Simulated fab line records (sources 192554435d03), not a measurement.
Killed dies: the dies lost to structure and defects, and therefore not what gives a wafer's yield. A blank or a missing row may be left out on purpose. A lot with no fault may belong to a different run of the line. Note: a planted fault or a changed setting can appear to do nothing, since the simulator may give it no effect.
fab line records ; flow n5_finfet
record: lots: 7; wafers: 39
route steps=1938 shown ZERO_LAYER@11 STI_FIN_REVEAL@190 BEOL_M0_SAQP@663 BEOL_M3@993 BEOL_M5@1154
start_h: hours from the record's opening day to when the first of the lot's shown wafers began ; wait_h: hours since the lot's step before ; " repeats the value in the row above ; L1.1+2: a row that stands for several wafers ; - no value, or no start given ; * or withheld: withheld ; < > ~ a bound
route shown NAME@n: NAME is a module with steps in the file, n the number in the route of the first one ; usual: mean/standard deviation of fault-free wafers ; same: alike in all rows ; chamber/n: place in a boat ; sites: the reading at each site ; _std_site: the standard deviation of these ; _edge_site: inner sites' mean taken away from outer sites' mean ; radius_mm: for every site, how far away it sits from the centre of the wafer ; mask NAME#n: copy n ; behind: the tool/chamber that last shaped the wafer ; hold: why the lot was held/for how many hours/how that ended ; device: the n, p or np transistor that did not switch ; end of line: the same wafers' tests at the end of the route ; a step with no rows: only its recipe ; killed: count of dies lost to structure and defects at first sort (not the wafer's yield) ; map: per-die view of a wafer (x killed, . not killed, _ where there is no die)
set.NAME: the setting the step ran with; set.NAME@STEP: the setting that earlier step ran with ; model.NAME: the simulator's own value behind a step, which no gauge read
lots where settings were altered on purpose, with a table for each step and a row for each wafer
== steps ==
step: N5_ZERO_LAYER_DEVELOP_10
recipe: develop_time_s: 60; rinse_liquid: diw; dry: air_spin; dev_temp_c: 21
lot.wafer;tool;chamber;start_h;wait_h;set.develop_time_s
L074.1+3+4;litho_track-01;0;-;-;60
L074.2+5+6;litho_track-01;0;-;-;89.14
L075.1+2+4;litho_track-03;0;-;-;71.26
L075.3+5+6;litho_track-03;0;-;-;60
L077.1+2+6;litho_track-03;0;-;-;60
L079.1+2+3+4+5+6;litho_track-05;0;-;-;60
L088.1+2+6;litho_track-03;0;-;-;60
L088.3+4+5;litho_track-03;0;-;-;40.51
L093.1+3+4;litho_track-03;0;-;-;60
L093.2+5+6;litho_track-03;0;-;-;75.66
L097.1+5+6;litho_track-05;0;-;-;78.35
L097.2+3+4;litho_track-05;0;-;-;60
step: N5_ZERO_LAYER_HARDBAKE_23
recipe: temp_c: 130; time_s: 120
step: N5_ZERO_LAYER_CD_MEAS_11
recipe: target_cd_nm: 2000; landing_energy_ev: 500; detector: se_inlens
usual: cd_nm: 2000.5/1.5
lot.wafer;tool;chamber;start_h;wait_h;set.develop_time_s@ZERO_LAYER_DEVELOP_10;cd_nm
L074.1;cd_sem-03;0;12.78;-;60;1999.9
L074.2;cd_sem-03;0;12.78;-;89.14;2010.0
L074.3;cd_sem-03;0;12.78;-;60;1999.7
L074.4;cd_sem-03;0;12.78;-;60;1999.3
L074.5;cd_sem-03;0;12.78;-;89.14;2008.5
L074.6;cd_sem-03;0;12.78;-;89.14;2007.9
L075.1;cd_sem-02;0;18.77;-;71.26;2002.4
L075.2;cd_sem-02;0;18.77;-;71.26;2002.2
L075.3;cd_sem-02;0;18.77;-;60;1999.0
L075.4;cd_sem-02;0;18.77;-;71.26;2000.0
L075.5;cd_sem-02;0;18.77;-;60;1996.6
L075.6;cd_sem-02;0;18.77;-;60;2000.9
L077.1;cd_sem-03;0;30.77;-;60;1998.1
L077.2;cd_sem-03;0;30.77;-;60;2001.2
L077.6;cd_sem-03;0;30.77;-;60;2000.2
L079.1;cd_sem-02;0;42.64;-;60;2001.5
L079.2;cd_sem-02;0;42.64;-;60;1999.7
L079.3;cd_sem-02;0;42.64;-;60;1997.0
L079.4;cd_sem-02;0;42.64;-;60;1999.7
L079.5;cd_sem-02;0;42.64;-;60;1998.3
L079.6;cd_sem-02;0;42.64;-;60;1998.4
L088.1;cd_sem-02;0;96.68;-;60;1998.0
L088.2;cd_sem-02;0;96.68;-;60;1997.3
L088.3;cd_sem-02;0;96.68;-;40.51;1990.9
L088.4;cd_sem-02;0;96.68;-;40.51;1990.7
L088.5;cd_sem-02;0;96.68;-;40.51;1991.7
L088.6;cd_sem-02;0;96.68;-;60;2000.3
L093.1;cd_sem-02;0;126.77;-;60;1999.1
L093.2;cd_sem-02;0;126.77;-;75.66;2004.7
L093.3;cd_sem-02;0;126.77;-;60;1998.1
L093.4;cd_sem-02;0;126.77;-;60;2000.2
L093.5;cd_sem-02;0;126.77;-;75.66;2005.5
L093.6;cd_sem-02;0;126.77;-;75.66;2004.8
L097.1;cd_sem-02;0;150.64;-;78.35;2007.2
L097.2;cd_sem-02;0;150.64;-;60;2003.2
L097.3;cd_sem-02;0;150.64;-;60;2002.6
L097.4;cd_sem-02;0;150.64;-;60;2001.1
L097.5;cd_sem-02;0;150.64;-;78.35;2007.6
L097.6;cd_sem-02;0;150.64;-;78.35;2007.0
step: N5_STI_FIN_REVEAL_ETCHBACK_08
recipe: chemistry: C4F6/O2; target: SiO2; target_depth_a: 305; time_s: 10.167; ion_energy_ev: 250; pressure_mtorr: 30; source_w: 345; bias_w: 185; Ar_flow_sccm: 300; C4F6_flow_sccm: 10; O2_flow_sccm: 10
lot.wafer;tool;chamber;start_h;wait_h;set.target_depth_a
L074.1+2+5;rie_diel-04;1,0,0;34.23;0.2;305
L074.3+4+6;rie_diel-04;3,2,3;34.23;0.2;255.7
L075.1+3+4;rie_diel-04;0,2,1;39.78;0.2;388.9
L075.2+5+6;rie_diel-04;3,1,2;39.78;0.2;305
L077.1+2+6;rie_diel-06;2,3,2;52.93;0.2;305
L079.1+2+3+4+5+6;rie_diel-01;1,3,2,0,2,1;66.72;0.2;305
L088.1+2+4;rie_diel-06;1,2,2;118.64;0.2;305
L088.3+5+6;rie_diel-06;3,3,1;118.64;0.2;207.6
L093.1+2+3;rie_diel-06;1,2,0;149.31;0.2;357.1
L093.4+5+6;rie_diel-06;3,3,2;149.31;0.2;305
L097.1+3+5;rie_diel-01;0,2,1;171.62;0.2;305
L097.2+4+6;rie_diel-01;1,3,2;171.62;0.2;149
step: N5_STI_FIN_REVEAL_STRIP_24
recipe: chemistry: N2/H2; time_s: 90; power_w: 100; temp_c: 40; pressure_mtorr: 100; rf_frequency_hz: 6e+07; bias_power_w: 3; n2_flow_sccm: 300; h2_flow_sccm: 300
step: N5_STI_FIN_REVEAL_PRECLEAN_25
recipe: chemistry: SPM; time_s: 90; temp_c: 120; mix: 4:1
step: N5_STI_FIN_REVEAL_SRD_23
recipe: dry: ipa_marangoni; time_s: 30; temp_c: 23; rinse_liquid: diw
step: N5_STI_FIN_REVEAL_FIN_H_MEAS_10
usual: trench_depth_nm: 51.8/0.67
lot.wafer;tool;chamber;start_h;wait_h;set.target_depth_a@STI_FIN_REVEAL_ETCHBACK_08;trench_depth_nm
L074.1;ocd-01;-;37.19;0.0;305;51.8
L074.2;ocd-01;-;37.19;0.0;305;52.1
L074.3;ocd-01;-;37.19;0.0;255.7;47.5
L074.4;ocd-01;-;37.19;0.0;255.7;46.7
L074.5;ocd-01;-;37.19;0.0;305;51.4
L074.6;ocd-01;-;37.19;0.0;255.7;47.7
L075.1;ocd-02;-;42.76;0.0;388.9;60.8
L075.2;ocd-02;-;42.76;0.0;305;52.4
L075.3;ocd-02;-;42.76;0.0;388.9;59.8
L075.4;ocd-02;-;42.76;0.0;388.9;60.4
L075.5;ocd-02;-;42.76;0.0;305;51.6
L075.6;ocd-02;-;42.76;0.0;305;51.6
L077.1;ocd-01;-;56.25;0.0;305;51.3
L077.2;ocd-01;-;56.25;0.0;305;52.0
L077.6;ocd-01;-;56.25;0.0;305;52.0
L079.1;ocd-02;-;69.73;0.0;305;51.0
L079.2;ocd-02;-;69.73;0.0;305;51.4
L079.3;ocd-02;-;69.73;0.0;305;51.5
L079.4;ocd-02;-;69.73;0.0;305;51.7
L079.5;ocd-02;-;69.73;0.0;305;51.9
L079.6;ocd-02;-;69.73;0.0;305;51.5
L088.1;ocd-01;-;121.65;0.0;305;50.4
L088.2;ocd-01;-;121.65;0.0;305;50.8
L088.3;ocd-01;-;121.65;0.0;207.6;41.0
L088.4;ocd-01;-;121.65;0.0;305;49.9
L088.5;ocd-01;-;121.65;0.0;207.6;40.9
L088.6;ocd-01;-;121.65;0.0;207.6;41.0
L093.1;ocd-02;-;152.51;0.0;357.1;56.8
L093.2;ocd-02;-;152.51;0.0;357.1;57.3
L093.3;ocd-02;-;152.51;0.0;357.1;57.5
L093.4;ocd-02;-;152.51;0.0;305;52.8
L093.5;ocd-02;-;152.51;0.0;305;52.0
L093.6;ocd-02;-;152.51;0.0;305;52.3
L097.1;ocd-02;-;174.59;0.0;305;52.8
L097.2;ocd-02;-;174.59;0.0;149;35.6
L097.3;ocd-02;-;174.59;0.0;305;51.3
L097.4;ocd-02;-;174.59;0.0;149;35.9
L097.5;ocd-02;-;174.59;0.0;305;52.2
L097.6;ocd-02;-;174.59;0.0;149;35.9
step: N5_BEOL_M0_SAQP_SPACER1_ALD_98
recipe: material: SiO2; target_thk_a: 128; temp_c: 300; ald_precursor_family: BDEAS; ald_co_reactant: O2-plasma; pulse_time_s: 1; purge_time_s: 2; co_reactant_purge_time_s: 2; ald_cycles: 138; pressure_torr: 2
lot.wafer;tool;chamber;start_h;wait_h;set.ald_cycles;model.SiO2_of_BEOL_M0_SAQP_SPACER1_ALD_98.thk_nm
L074.1+3+6;ald_sin-02;0,3,3;111.84;0.3;138;12.8
L074.2+5;ald_sin-02;2;111.84;0.3;193;18
L074.4;ald_sin-02;1;111.84;0.3;193;17.8
L075.1+2+3+4+5+6;ald_sin-04;1,2,0,3,1,0;116.09;0.9;138;12.8
L077.1+2+6;ald_sin-04;1,3,3;127.51;0.3;138;12.8
L079.1+2+3+4+5+6;ald_sin-03;2,1,0,3,2,3;145.55;0.3;138;12.8
L088.1+4+6;ald_sin-03;3,1,0;193.73;0.6;138;12.8
L088.2+3+5;ald_sin-03;0,2,1;193.73;0.6;202;18.8
L093.1+2+4;ald_sin-03;3,2,0;224.18;0.3;138;12.8
L093.3+5+6;ald_sin-03;1,3,0;224.18;0.3;69;6.4
L097.1+2+3+4+5+6;ald_sin-02;0,3,1,3,0,1;245.37;0.3;138;12.8
step: N5_BEOL_M0_SAQP_SPACER1_ETCHBACK_99
recipe: chemistry: CHF3/O2; mode: anisotropic_etchback; target: SiO2; target_depth_a: 154; time_s: 7.7; pressure_mtorr: 30; source_w: 650; bias_w: 170; Ar_flow_sccm: 200; CHF3_flow_sccm: 50; O2_flow_sccm: 5; ion_energy_ev: 200
step: N5_BEOL_M0_SAQP_MANDREL1_REMOVE_100
recipe: chemistry: HBr/Cl2/O2; bt_time_s: 10; target: a-Si; stop_on: SiNx; endpoint: OES-SiCl; over_etch_frac: 0.85; icp_w: 600; bias_w: 30; HBr_flow_sccm: 150; Cl2_flow_sccm: 80; O2_flow_sccm: 5; pressure_mtorr: 10
lot.wafer;tool;chamber;start_h;wait_h;set.ald_cycles@BEOL_M0_SAQP_SPACER1_ALD_98;model.SiO2_of_BEOL_M0_SAQP_SPACER1_ALD_98.thk_nm;model.BEOL_M0_SAQP.cd_nm
L074.1+3;rie_si-05;3,1;112.40;0.1;138;7.4;12.8
L074.2;rie_si-05;2;112.40;0.1;193;12.6;18
L074.4;rie_si-05;0;112.40;0.1;193;12.4;18
L074.5;rie_si-05;1;112.40;0.1;193;12.6;18.2
L074.6;rie_si-05;0;112.40;0.1;138;7.4;13
L075.1;rie_si-05;0;116.67;0.1;138;7.4;13
L075.2+3+4+5+6;rie_si-05;1,3,2,0,1;116.67;0.1;138;7.4;12.8
L077.1+2+6;rie_si-05;1,3,3;128.09;0.1;138;7.4;12.8
L079.1+2+3+4+5+6;rie_si-05;0,2,3,1,2,3;146.12;0.1;138;7.4;12.8
L088.1+6;rie_si-03;3;194.29;0.1;138;7.4;13
L088.2+3+5;rie_si-03;2,1,2;194.29;0.1;202;13.4;18.8
L088.4;rie_si-03;0;194.29;0.1;138;7.4;12.8
L093.1+2+4;rie_si-03;3,1,0;224.75;0.1;138;7.4;12.8
L093.3+6;rie_si-03;2,3;224.75;0.1;69;3;6.4
L093.5;rie_si-03;2;224.75;0.1;69;3;6.6
L097.1+2+3+4+5+6;rie_si-03;1,2,0,3,2,1;245.94;0.1;138;7.4;12.8
step: N5_BEOL_M0_SAQP_CD_MEAS_25
recipe: target_cd_nm: 13.1; landing_energy_ev: 1000; detector: se_inlens
usual: cd_nm: 12.85/0.2
lot.wafer;tool;chamber;start_h;wait_h;set.ald_cycles@BEOL_M0_SAQP_SPACER1_ALD_98;cd_nm
L074.1;cd_sem-02;0;112.51;0.1;138;13.18
L074.2;cd_sem-02;0;112.51;0.1;193;17.89
L074.3;cd_sem-02;0;112.51;0.1;138;12.98
L074.4;cd_sem-02;0;112.51;0.1;193;18.30
L074.5;cd_sem-02;0;112.51;0.1;193;18.28
L074.6;cd_sem-02;0;112.51;0.1;138;12.80
L075.1;cd_sem-03;0;116.78;0.1;138;12.69
L075.2;cd_sem-03;0;116.78;0.1;138;13.22
L075.3;cd_sem-03;0;116.78;0.1;138;13.00
L075.4;cd_sem-03;0;116.78;0.1;138;13.04
L075.5;cd_sem-03;0;116.78;0.1;138;12.94
L075.6;cd_sem-03;0;116.78;0.1;138;12.76
L077.1;cd_sem-02;0;128.20;0.1;138;12.69
L077.2;cd_sem-02;0;128.20;0.1;138;13.09
L077.6;cd_sem-02;0;128.20;0.1;138;12.66
L079.1;cd_sem-01;0;146.23;0.1;138;12.91
L079.2;cd_sem-01;0;146.23;0.1;138;13.23
L079.3;cd_sem-01;0;146.23;0.1;138;12.92
L079.4;cd_sem-01;0;146.23;0.1;138;12.58
L079.5;cd_sem-01;0;146.23;0.1;138;12.63
L079.6;cd_sem-01;0;146.23;0.1;138;12.75
L088.1;cd_sem-02;0;194.41;0.1;138;12.74
L088.2;cd_sem-02;0;194.41;0.1;202;18.59
L088.3;cd_sem-02;0;194.41;0.1;202;19.02
L088.4;cd_sem-02;0;194.41;0.1;138;13.27
L088.5;cd_sem-02;0;194.41;0.1;202;18.88
L088.6;cd_sem-02;0;194.41;0.1;138;12.91
L093.1;cd_sem-02;0;224.86;0.1;138;12.79
L093.2;cd_sem-02;0;224.86;0.1;138;13.09
L093.3;cd_sem-02;0;224.86;0.1;69;6.45
L093.4;cd_sem-02;0;224.86;0.1;138;12.48
L093.5;cd_sem-02;0;224.86;0.1;69;6.62
L093.6;cd_sem-02;0;224.86;0.1;69;6.50
L097.1;cd_sem-03;0;246.05;0.1;138;12.94
L097.2;cd_sem-03;0;246.05;0.1;138;13.07
L097.3;cd_sem-03;0;246.05;0.1;138;12.56
L097.4;cd_sem-03;0;246.05;0.1;138;12.44
L097.5;cd_sem-03;0;246.05;0.1;138;13.07
L097.6;cd_sem-03;0;246.05;0.1;138;13.10
step: N5_BEOL_M3_CVD_47
recipe: material: Co; target_thk_a: 30; temp_c: withheld; precursor: CCTBA/H2; pressure_torr: 30; time_s: 223.8
lot.wafer;tool;chamber;start_h;wait_h;set.target_thk_a;model.Co_of_BEOL_M3_CVD_47.thk_nm
L074.1;cvd_co-02;1;154.78;0.0;46.96;4.6
L074.2;cvd_co-02;2;154.78;0.0;30;3.2
L074.3+4;cvd_co-02;0;154.78;0.0;46.96;4.8
L074.5;cvd_co-02;1;154.78;0.0;30;2.8
L074.6;cvd_co-02;2;154.78;0.0;30;3
L075.1;cvd_co-02;1;163.47;0.2;17.69;1.6
L075.2+6;cvd_co-02;0,1;163.47;0.2;30;3
L075.3+5;cvd_co-02;2,0;163.47;0.2;17.69;1.8
L075.4;cvd_co-02;2;163.47;0.2;30;2.8
L077.1+2+6;cvd_co-01;2,1,2;168.28;0.2;30;3
L079.1;cvd_co-02;2;180.49;0.1;20.89;2.2
L079.2+5;cvd_co-02;1;180.49;0.1;20.89;2
L079.3;cvd_co-02;0;180.49;0.1;30;3
L079.4+6;cvd_co-02;2,0;180.49;0.1;30;3.2
L088.1+4+5+6;cvd_co-01;1,0,1,2;230.14;0.2;30;2.8
L088.2+3;cvd_co-01;2,0;230.14;0.2;30;3
L093.1;cvd_co-01;1;268.44;0.3;41.4;4
L093.2+3+4;cvd_co-01;2,0,2;268.44;0.3;30;3
L093.5+6;cvd_co-01;1,0;268.44;0.3;41.4;4.2
L097.1+3;cvd_co-01;0,2;292.52;0.1;30;3
L097.2;cvd_co-01;1;292.52;0.1;30;2.8
L097.4+6;cvd_co-01;2,0;292.52;0.1;47.2;4.6
L097.5;cvd_co-01;1;292.52;0.1;47.2;4.8
step: N5_BEOL_M5_ETCH_68
recipe: chemistry: N2/H2; target: SOC; target_depth_a: 800; overetch_a: 160; mask_material: SiARC; temp_c: 40; time_s: 120; ion_energy_ev: 200; pressure_mtorr: 30; source_w: 840; bias_w: 150; n2_flow_sccm: 200; h2_flow_sccm: 200
lot.wafer;tool;chamber;start_h;wait_h;set.time_s;model.etch.depth_nm;model.SiARC_of_BEOL_M5_COAT_66.thk_nm;model.BEOL_M5.cd_nm
L074.1+3;rie_diel-05;2,3;176.34;0.0;120;60.02;6.4;28.4
L074.2;rie_diel-05;1;176.34;0.0;120;59.92;6.6;28.6
L074.4;rie_diel-05;0;176.34;0.0;159.6;59.92;4.6;29
L074.5;rie_diel-05;2;176.34;0.0;159.6;59.93;4.4;29.2
L074.6;rie_diel-05;1;176.34;0.0;159.6;59.95;4.8;29.4
L075.1;rie_diel-05;2;181.89;0.0;175;60.08;3.8;29.4
L075.2;rie_diel-05;3;181.89;0.0;120;60.29;6.4;28.4
L075.3;rie_diel-05;0;181.89;0.0;120;59.95;6.4;28.2
L075.4;rie_diel-05;1;181.89;0.0;175;60.05;4.2;29.6
L075.5;rie_diel-05;1;181.89;0.0;120;60.06;6.6;28.6
L075.6;rie_diel-05;0;181.89;0.0;175;60.13;3.8;29.2
L077.1;rie_diel-03;1;191.96;0.0;120;60.24;6.4;27.8
L077.2;rie_diel-03;0;191.96;0.0;120;60.17;6.6;28
L077.6;rie_diel-03;2;191.96;0.0;120;60.07;6.4;27.6
L079.1;rie_diel-03;2;194.06;0.0;172.9;60.18;4;29
L079.2;rie_diel-03;3;194.06;0.0;120;60.24;6.4;28.2
L079.3;rie_diel-03;1;194.06;0.0;172.9;60.1;4;29.2
L079.4;rie_diel-03;0;194.06;0.0;120;60.15;6.6;28
L079.5;rie_diel-03;1;194.06;0.0;172.9;60.2;4;29.2
L079.6;rie_diel-03;0;194.06;0.0;120;60.29;6.6;28.2
L088.1;rie_diel-05;2;251.05;0.0;120;60.08;6.4;28
L088.2;rie_diel-05;3;251.05;0.0;64.35;51.96;9;27
L088.3;rie_diel-05;1;251.05;0.0;120;60.19;6.6;28.4
L088.4;rie_diel-05;3;251.05;0.0;64.35;51.75;9;27.2
L088.5;rie_diel-05;2;251.05;0.0;64.35;51.43;9;26.8
L088.6;rie_diel-05;1;251.05;0.0;120;59.93;6.6;28.6
L093.1;rie_diel-02;3;287.45;0.0;120;60.15;6.4;28.2
L093.2;rie_diel-02;1;287.45;0.0;63.6;51.48;9;27
L093.3;rie_diel-02;0;287.45;0.0;63.6;50.52;9;27.2
L093.4;rie_diel-02;2;287.45;0.0;120;60.27;6.6;28.2
L093.5;rie_diel-02;0;287.45;0.0;63.6;50.94;9;27
L093.6;rie_diel-02;3;287.45;0.0;120;60.17;6.4;28.2
L097.1;rie_diel-03;3;313.83;0.0;140.4;59.78;5.8;28
L097.2;rie_diel-03;2;313.83;0.0;120;59.89;6.4;27.8
L097.3;rie_diel-03;1;313.83;0.0;140.4;59.93;5.6;28.2
L097.4;rie_diel-03;3;313.83;0.0;120;60.03;6.6;27.8
L097.5;rie_diel-03;2;313.83;0.0;140.4;60.01;5.6;28.2
L097.6;rie_diel-03;1;313.83;0.0;120;60.03;6.4;28
step: N5_BEOL_M5_STRIP_69
recipe: chemistry: N2/H2; temp_c: 40; n2_flow_sccm: 200; h2_flow_sccm: 200; rf_frequency_hz: 6e+07
step: N5_BEOL_M5_STRIP_76
recipe: chemistry: N2/H2; temp_c: 40; n2_flow_sccm: 200; h2_flow_sccm: 200; rf_frequency_hz: 6e+07
step: N5_BEOL_M5_VIA_ETCH_34
recipe: chemistry: C4F6/O2; target: SiCOH_lowk; target_depth_a: 883; mask_material: SOC; taper_deg: 4; time_s: 39.2; ion_energy_ev: 250; pressure_mtorr: 30; source_w: 345; bias_w: 185; Ar_flow_sccm: 300; C4F6_flow_sccm: 10; O2_flow_sccm: 10
lot.wafer;tool;chamber;start_h;wait_h;set.time_s@BEOL_M5_ETCH_68;model.BEOL_M5.cd_nm
L074.1+3;rie_diel-05;2,3;176.44;0.0;120;28.4
L074.2;rie_diel-05;1;176.44;0.0;120;28.6
L074.4+5;rie_diel-05;0,2;176.44;0.0;159.6;29
L074.6;rie_diel-05;1;176.44;0.0;159.6;29.4
L075.1+6;rie_diel-05;2,0;181.99;0.0;175;29.2
L075.2;rie_diel-05;3;181.99;0.0;120;28.4
L075.3;rie_diel-05;0;181.99;0.0;120;28
L075.4;rie_diel-05;1;181.99;0.0;175;29.6
L075.5;rie_diel-05;1;181.99;0.0;120;28.6
L077.1;rie_diel-03;1;192.06;0.0;120;27.8
L077.2;rie_diel-03;0;192.06;0.0;120;28
L077.6;rie_diel-03;2;192.06;0.0;120;27.6
L079.1+3;rie_diel-03;2,1;194.16;0.0;172.9;29
L079.2+6;rie_diel-03;3,0;194.16;0.0;120;28.2
L079.4;rie_diel-03;0;194.16;0.0;120;28
L079.5;rie_diel-03;1;194.16;0.0;172.9;29.2
L088.1;rie_diel-05;2;251.15;0.0;120;28
L088.2;rie_diel-05;3;251.15;0.0;64.35;27
L088.3;rie_diel-05;1;251.15;0.0;120;28.4
L088.4;rie_diel-05;3;251.15;0.0;64.35;27.4
L088.5;rie_diel-05;2;251.15;0.0;64.35;26.8
L088.6;rie_diel-05;1;251.15;0.0;120;28.6
L093.1+4+6;rie_diel-02;3,2,3;287.55;0.0;120;28.2
L093.2+5;rie_diel-02;1,0;287.55;0.0;63.6;27
L093.3;rie_diel-02;0;287.55;0.0;63.6;27.4
L097.1;rie_diel-03;3;313.93;0.0;140.4;28
L097.2+6;rie_diel-03;2,1;313.93;0.0;120;28
L097.3;rie_diel-03;1;313.93;0.0;140.4;28.2
L097.4;rie_diel-03;3;313.93;0.0;120;27.8
L097.5;rie_diel-03;2;313.93;0.0;140.4;28.4
== key ==
split: step: N5_ZERO_LAYER_DEVELOP_10; setting: develop_time_s; stated: 60; by: wafer
response: step: N5_ZERO_LAYER_CD_MEAS_11; reading: cd_nm; change: +0.194; per: 1%; r: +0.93
split: step: N5_STI_FIN_REVEAL_ETCHBACK_08; setting: target_depth_a; stated: 305; by: wafer
response: step: N5_STI_FIN_REVEAL_FIN_H_MEAS_10; reading: trench_depth_nm; change: +0.308; per: 1%; r: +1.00
split: step: N5_BEOL_M0_SAQP_SPACER1_ALD_98; setting: ald_cycles; stated: 138; by: wafer
response: step: N5_BEOL_M0_SAQP_SPACER1_ALD_98; reading: model.SiO2_of_BEOL_M0_SAQP_SPACER1_ALD_98.thk_nm; change: +0.129; per: 1%; r: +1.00
response: step: N5_BEOL_M0_SAQP_MANDREL1_REMOVE_100; reading: model.SiO2_of_BEOL_M0_SAQP_SPACER1_ALD_98.thk_nm; change: +0.113; per: 1%; r: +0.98
response: step: N5_BEOL_M0_SAQP_MANDREL1_REMOVE_100; reading: model.BEOL_M0_SAQP.cd_nm; change: +0.128; per: 1%; r: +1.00
response: step: N5_BEOL_M0_SAQP_CD_MEAS_25; reading: cd_nm; change: +0.127; per: 1%; r: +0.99
split: step: N5_BEOL_M3_CVD_47; setting: target_thk_a; stated: 30; by: wafer
response: step: N5_BEOL_M3_CVD_47; reading: model.Co_of_BEOL_M3_CVD_47.thk_nm; change: +0.0306; per: 1%; r: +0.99
split: step: N5_BEOL_M5_ETCH_68; setting: time_s; stated: 120; by: wafer
response: step: N5_BEOL_M5_ETCH_68; reading: model.etch.depth_nm; shape: bent; at_lowest: 50.98; at_stated: 60.1; at_highest: 60.09
response: step: N5_BEOL_M5_ETCH_68; reading: model.SiARC_of_BEOL_M5_COAT_66.thk_nm; change: -0.0548; per: 1%; r: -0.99
response: step: N5_BEOL_M5_ETCH_68; reading: model.BEOL_M5.cd_nm; change: +0.0239; per: 1%; r: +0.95
response: step: N5_BEOL_M5_VIA_ETCH_34; reading: model.BEOL_M5.cd_nm; change: +0.0227; per: 1%; r: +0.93
